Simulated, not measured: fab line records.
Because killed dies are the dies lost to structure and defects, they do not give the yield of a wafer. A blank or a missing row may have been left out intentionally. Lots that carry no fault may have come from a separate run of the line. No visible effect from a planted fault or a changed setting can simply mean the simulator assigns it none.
Split-lot trial :: flow n5Finfet :: 21 wafers read across 7 lots, on a route 1938 steps long

THE SPLIT
At N5_BEOL_M4_ILD_DEP_00 (deposits SiOC from DEMS/O2, target thk 79 nm, time 15.3 s), the setting timeS was moved away from the recipe's 15.3 s on 5 of the 21 wafers read, by -8.3% to +12.2%. The other wafers ran this setting at the recipe's value.

Between the split and the reading, the file records no step.

THE READING
At N5_BEOL_M4_THK_MEAS_01: M4_ILD_THK, given in nm. On this fab line, fault-free wafers typically give 79.3 nm with a standard deviation of 1 nm.

wafer: L077.2
tool, chamber at the split: pecvd-01, 1
timeS as run, s: 15.3
against the recipe: recipe
M4_ILD_THK, nm: 77.3
against lot-mates on the recipe: -

wafer: L077.4
tool, chamber at the split: pecvd-01, 0
timeS as run, s: 15.3
against the recipe: recipe
M4_ILD_THK, nm: 79.8
against lot-mates on the recipe: -

wafer: L077.5
tool, chamber at the split: pecvd-01, 2
timeS as run, s: 15.3
against the recipe: recipe
M4_ILD_THK, nm: 80.0
against lot-mates on the recipe: -

wafer: L076.1
tool, chamber at the split: pecvd-04, 2
timeS as run, s: 15.3
against the recipe: recipe
M4_ILD_THK, nm: 78.3
against lot-mates on the recipe: -

wafer: L076.2
tool, chamber at the split: pecvd-04, 1
timeS as run, s: 15.3
against the recipe: recipe
M4_ILD_THK, nm: 80.2
against lot-mates on the recipe: -

wafer: L076.6
tool, chamber at the split: pecvd-04, 1
timeS as run, s: 15.3
against the recipe: recipe
M4_ILD_THK, nm: 80.6
against lot-mates on the recipe: -

wafer: L081.4
tool, chamber at the split: pecvd-04, 1
timeS as run, s: 16.41
against the recipe: +7.3%
M4_ILD_THK, nm: 85.1
against lot-mates on the recipe: +4.2

wafer: L081.5
tool, chamber at the split: pecvd-04, 0
timeS as run, s: 15.3
against the recipe: recipe
M4_ILD_THK, nm: 80.9
against lot-mates on the recipe: -

wafer: L081.6
tool, chamber at the split: pecvd-04, 2
timeS as run, s: 16.41
against the recipe: +7.3%
M4_ILD_THK, nm: 84.8
against lot-mates on the recipe: +3.9

wafer: L080.2
tool, chamber at the split: pecvd-04, 2
timeS as run, s: 15.3
against the recipe: recipe
M4_ILD_THK, nm: 79.1
against lot-mates on the recipe: -

wafer: L080.5
tool, chamber at the split: pecvd-04, 2
timeS as run, s: 15.3
against the recipe: recipe
M4_ILD_THK, nm: 79.5
against lot-mates on the recipe: -

wafer: L080.6
tool, chamber at the split: pecvd-04, 0
timeS as run, s: 15.3
against the recipe: recipe
M4_ILD_THK, nm: 80.4
against lot-mates on the recipe: -

wafer: L084.1
tool, chamber at the split: pecvd-03, 1
timeS as run, s: 15.3
against the recipe: recipe
M4_ILD_THK, nm: 78.3
against lot-mates on the recipe: -

wafer: L084.4
tool, chamber at the split: pecvd-03, 0
timeS as run, s: 14.03
against the recipe: -8.3%
M4_ILD_THK, nm: 74.0
against lot-mates on the recipe: -4.7

wafer: L084.5
tool, chamber at the split: pecvd-03, 1
timeS as run, s: 15.3
against the recipe: recipe
M4_ILD_THK, nm: 79.0
against lot-mates on the recipe: -

wafer: L085.2
tool, chamber at the split: pecvd-01, 0
timeS as run, s: 17.17
against the recipe: +12.2%
M4_ILD_THK, nm: 87.1
against lot-mates on the recipe: +8.8

wafer: L085.3
tool, chamber at the split: pecvd-01, 1
timeS as run, s: 17.17
against the recipe: +12.2%
M4_ILD_THK, nm: 88.2
against lot-mates on the recipe: +9.9

wafer: L085.5
tool, chamber at the split: pecvd-01, 1
timeS as run, s: 15.3
against the recipe: recipe
M4_ILD_THK, nm: 78.3
against lot-mates on the recipe: -

wafer: L095.1
tool, chamber at the split: pecvd-04, 1
timeS as run, s: 15.3
against the recipe: recipe
M4_ILD_THK, nm: 79.4
against lot-mates on the recipe: -

wafer: L095.2
tool, chamber at the split: pecvd-04, 2
timeS as run, s: 15.3
against the recipe: recipe
M4_ILD_THK, nm: 77.7
against lot-mates on the recipe: -

wafer: L095.5
tool, chamber at the split: pecvd-04, 2
timeS as run, s: 15.3
against the recipe: recipe
M4_ILD_THK, nm: 78.0
against lot-mates on the recipe: -

FIT RESULTS
A straight line over all 21 wafers: M4_ILD_THK changes by +0.7 nm for each +1% of timeS; r = +0.96; the points scatter about the line by 1 nm.
The same after taking each lot's own level away (the mean of its wafers on the recipe; 21 wafers): +0.686 nm for each +1%; r = +0.96; scatter 0.91 nm.
According to that fit, moving timeS by its largest amount changes the reading by 8.4 nm.
The span of the lots' own levels, 78.30 to 80.90 nm, comes to 2.6 times the standard deviation stated above.
So the lot-to-lot level changes the slope little: the two slopes agree.
Check: for one of the wafers moved furthest among these (+12.2%), held out of the fit, the line's prediction against its lot-mates is +8.26 nm. It came out at +8.8 nm against them.

FURTHER SPLITS ON THESE WAFERS
These wafers also went through other splits before the reading. Each is held against what the fit with the lots' levels taken away leaves over:
other split on the same wafers: N5_BEOL_M3_COAT_22 spinRpm
wafers away from the commonest value: 3
r with M4_ILD_THK (lot level and that fit taken away): +0.17

THE WHOLE CHAIN: every reading that the file lists as answering this split, in the file's order
step: N5_BEOL_M4_ILD_DEP_00
what it does: deposits SiOC from DEMS/O2, target thk 79 nm, time 15.3 s
reading: SiOC_of_BEOL_M4_ILD_DEP_00.thkNm (the simulator's own value, which no gauge read)
change (the file's fit): +0.669 nm for each +1% of the setting
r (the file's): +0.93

step: N5_BEOL_M4_THK_MEAS_01
what it does: 
reading: M4_ILD_THK
change (the file's fit): +0.674 for each +1% of the setting
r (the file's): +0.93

FILE'S OWN FIT
M4_ILD_THK changes by +0.674 nm for each +1% of timeS, r = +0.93.
